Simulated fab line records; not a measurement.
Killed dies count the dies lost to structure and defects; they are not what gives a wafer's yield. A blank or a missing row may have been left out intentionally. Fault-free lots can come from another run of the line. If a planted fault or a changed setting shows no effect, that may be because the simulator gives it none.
The tool behind it: which one? + flow nand_harc + 12 lots with 36 wafers sampled at 5 steps, on a route of 1302 steps

WHAT THE GAUGES READ, wafer by wafer
NHARC_P_ZERO_WELL_CD_MEAS_24: the cd target is 720 nm.
| lot  | measured     | on        | cd_nm (nm)        |
|------|--------------|-----------|-------------------|
| L126 | day 2 09:50  | cd_sem-02 | 718.9 720.2 719.2 |
| L129 | day 3 14:36  | cd_sem-01 | 719.6 720.6 720.1 |
| L131 | day 4 10:46  | cd_sem-02 | 719.5 720.5 721.0 |
| L133 | day 5 06:39  | cd_sem-01 | 720.3 721.4 719.9 |
| L134 | day 5 16:36  | cd_sem-02 | 720.0 718.1 718.7 |
| L135 | day 6 02:29  | cd_sem-01 | 722.0 721.8 720.5 |
| L137 | day 6 22:52  | cd_sem-02 | 721.7 720.1 720.1 |
| L139 | day 7 18:34  | cd_sem-03 | 717.8 720.6 720.7 |
| L142 | day 9 00:36  | cd_sem-03 | 713.6 711.9 711.6 |
| L144 | day 9 20:34  | cd_sem-03 | 710.8 711.1 713.7 |
| L147 | day 11 02:37 | cd_sem-01 | 719.4 720.3 721.0 |
| L148 | day 11 12:35 | cd_sem-01 | 720.6 718.4 718.3 |

NHARC_P_GATE_INSPECT_28.
| lot  | measured     | on                | raw_defect_count |
|------|--------------|-------------------|------------------|
| L126 | day 5 13:28  | defect_inspect-01 | 5 7 12           |
| L129 | day 6 16:00  | defect_inspect-01 | 3 5 3            |
| L131 | day 7 11:02  | defect_inspect-02 | 5 8 5            |
| L133 | day 8 05:50  | defect_inspect-02 | 7 4 5            |
| L134 | day 8 17:46  | defect_inspect-02 | 8 3 2            |
| L135 | day 9 09:30  | defect_inspect-02 | 5 3 2            |
| L137 | day 9 23:13  | defect_inspect-02 | 7 1 3            |
| L139 | day 10 23:38 | defect_inspect-01 | 5 2 5            |
| L142 | day 12 00:00 | defect_inspect-01 | 8 10 7           |
| L144 | day 12 22:50 | defect_inspect-02 | 6 9 5            |
| L147 | day 13 21:50 | defect_inspect-01 | 4 4 4            |
| L148 | day 14 12:00 | defect_inspect-01 | 12 4 10          |

WHAT TOOL EACH LOT RAN ON (gives the tool, then ch and the chambers of the sampled wafers, and finally the start)
| lot  | NHARC_P_ZERO_WELL_ETCH_63        | NHARC_P_ZERO_WELL_PEB_22          | NHARC_P_STI_CMP_21            |
|------|----------------------------------|-----------------------------------|-------------------------------|
| L126 | rie_si-04 ch 0,1,2, day 2 08:55  | litho_track-02 ch 0, day 2 09:45  | cmp-03 ch 0,1,3, day 4 03:59  |
| L129 | rie_si-01 ch 0,1,2, day 3 13:41  | litho_track-03 ch 0, day 3 14:31  | cmp-04 ch 2,3, day 5 07:43    |
| L131 | rie_si-01 ch 0,1,2, day 4 09:50  | litho_track-05 ch 0, day 4 10:40  | cmp-03 ch 1,3, day 6 01:55    |
| L133 | rie_si-06 ch 1,2, day 5 05:50    | litho_track-02 ch 0, day 5 06:34  | cmp-04 ch 2,3, day 6 23:34    |
| L134 | rie_si-06 ch 2,3, day 5 15:40    | litho_track-05 ch 0, day 5 16:30  | cmp-02 ch 0,3, day 7 10:06    |
| L135 | rie_si-01 ch 0,1,2, day 6 01:35  | litho_track-02 ch 0, day 6 02:23  | cmp-04 ch 1,2, day 7 21:38    |
| L137 | rie_si-04 ch 1,2, day 6 21:56    | litho_track-03 ch 0, day 6 22:46  | cmp-04 ch 1,2,3, day 8 15:17  |
| L139 | rie_si-04 ch 0,1, day 7 17:35    | litho_track-02 ch 0, day 7 18:28  | cmp-03 ch 0,1,2, day 9 17:04  |
| L142 | rie_si-04 ch 1,3, day 8 23:40    | litho_track-05 ch 0, day 9 00:31  | cmp-03 ch 0,2,3, day 10 15:56 |
| L144 | rie_si-06 ch 0,1,3, day 9 19:46  | litho_track-05 ch 0, day 9 20:28  | cmp-04 ch 0,1,3, day 11 14:25 |
| L147 | rie_si-06 ch 0,2,3, day 11 01:42 | litho_track-03 ch 0, day 11 02:31 | cmp-03 ch 0,1,2, day 12 15:47 |
| L148 | rie_si-01 ch 1,2, day 11 11:40   | litho_track-02 ch 0, day 11 12:30 | cmp-03 ch 1,2,3, day 13 02:28 |
- NHARC_P_ZERO_WELL_ETCH_63: etches the open film in HBr/Cl2, target depth 120 nm, time 40.1 s.
- NHARC_P_ZERO_WELL_PEB_22: peb time 85 s.
- NHARC_P_STI_CMP_21: polishes, t overpolish 20 s, target thk 380.67 nm.

WHAT THE TOOLS THEMSELVES READ (means of the sampled wafers that have a number; where no wafer has one, the mark that the record gives instead)
NHARC_P_ZERO_WELL_ETCH_63.
| lot  | tool      | drypump_motor_current_A (A) | oes_product_au (a.u.) | rf_fwd_power_W (W) | throttle_valve_pct (%) |
|------|-----------|-----------------------------|-----------------------|--------------------|------------------------|
| L126 | rie_si-04 | 5.8                         | 0.994                 | 395.8              | 26.403                 |
| L129 | rie_si-01 | 5.8                         | 1.002                 | 394.3              | 26.403                 |
| L131 | rie_si-01 | 5.7                         | 1.004                 | 396.5              | 26.406                 |
| L133 | rie_si-06 | 6.0                         | 0.994                 | 396.0              | 26.406                 |
| L134 | rie_si-06 | 5.6                         | 0.988                 | 395.1              | 26.398                 |
| L135 | rie_si-01 | 5.7                         | 0.995                 | 395.4              | 26.407                 |
| L137 | rie_si-04 | 5.5                         | 1.004                 | 396.7              | 26.404                 |
| L139 | rie_si-04 | 6.0                         | 1.002                 | 393.2              | 26.407                 |
| L142 | rie_si-04 | 6.1                         | 1.009                 | 396.2              | 26.404                 |
| L144 | rie_si-06 | 5.8                         | 0.998                 | 394.4              | 26.414                 |
| L147 | rie_si-06 | 5.6                         | 0.992                 | 394.7              | 26.402                 |
| L148 | rie_si-01 | 5.5                         | 0.997                 | 394.2              | 26.391                 |

NHARC_P_ZERO_WELL_PEB_22.
| lot  | tool           | heater_power_total_W (W) | plate_temp_C (C) |
|------|----------------|--------------------------|------------------|
| L126 | litho_track-02 | 163.81                   | 117.99           |
| L129 | litho_track-03 | 163.97                   | 118.00           |
| L131 | litho_track-05 | 164.25                   | 117.89           |
| L133 | litho_track-02 | 164.03                   | 117.92           |
| L134 | litho_track-05 | 163.86                   | 117.95           |
| L135 | litho_track-02 | 163.94                   | 117.87           |
| L137 | litho_track-03 | 164.43                   | 118.01           |
| L139 | litho_track-02 | 163.85                   | 117.93           |
| L142 | litho_track-05 | 157.24                   | 114.33           |
| L144 | litho_track-05 | 157.11                   | 114.11           |
| L147 | litho_track-03 | 164.15                   | 117.91           |
| L148 | litho_track-02 | 164.10                   | 117.98           |

NHARC_P_STI_CMP_21.
| lot  | tool   | motor_current_A (A) | overpolish_run_s (s) |
|------|--------|---------------------|----------------------|
| L126 | cmp-03 | 11.7                | 20.003               |
| L129 | cmp-04 | 11.6                | 19.994               |
| L131 | cmp-03 | 12.0                | 19.996               |
| L133 | cmp-04 | 11.5                | 20.001               |
| L134 | cmp-02 | 13.0                | 20.003               |
| L135 | cmp-04 | 10.8                | 19.994               |
| L137 | cmp-04 | 10.7                | 20.001               |
| L139 | cmp-03 | 11.1                | 20.004               |
| L142 | cmp-03 | 10.5                | 20.001               |
| L144 | cmp-04 | 10.3                | 20.003               |
| L147 | cmp-03 | 11.4                | 20.004               |
| L148 | cmp-03 | 10.8                | 20.003               |

THE ANSWER, worked out from the rows above alone
Rule: usual is defined by the lots themselves. Put in order of their means at a reading, lots are off if they are a third of the lots or fewer, leave a main group of 4 or more, and stand apart from it by a gap of 3 or more times the standard deviation of the main group's means; of several such gaps the widest counts. The tables above print the reading to a certain number of digits; a main group whose means all agree to those digits is not used. Also off: a lot with no number at a reading for which 4 or more lots have one. Any other lot the step has rows for is counted as sound. First the gauges in route order, then the tools' own readings, where a lot's mean is used as printed above. At the first step where some lot is off, the reading lying furthest off is the one used; lots without a number count as furthest.
Off: L142, L144 (NHARC_P_ZERO_WELL_CD_MEAS_24, cd_nm). Mean 720.0 nm and standard deviation 0.72 in the main group.
A tool fits if, at a process step before that reading, it ran every lot that is off, and no sound lot after the first of them. The gauges at NHARC_P_ZERO_WELL_CD_MEAS_24 aren't tried: what is off there is off at NHARC_P_ZERO_WELL_PEB_22 too, on other tools, and a gauge's error can't cause that. One candidate fits, namely litho_track-05 at NHARC_P_ZERO_WELL_PEB_22. Its last sound lot is L134 (day 5 16:30), its first lot that is off L142 (day 9 00:31): a fault that began between those two fits.
The tool's own readings at NHARC_P_ZERO_WELL_PEB_22 bear it out: on the lots that are off they differ by more than 5 times the standard deviation of the sound lots' means. heater_power_total_W reads 157.18 W there against 164.04 W on the sound lots; plate_temp_C reads 114.22 C there against 117.95 C on the sound lots.

WHAT WAS PUT IN BY THE SIMULATOR
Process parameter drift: litho_track-05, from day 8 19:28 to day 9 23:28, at NHARC_P_ZERO_WELL_PEB_22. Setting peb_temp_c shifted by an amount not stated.
Lots struck among those shown: L142, L144. Same finding as the rule above.
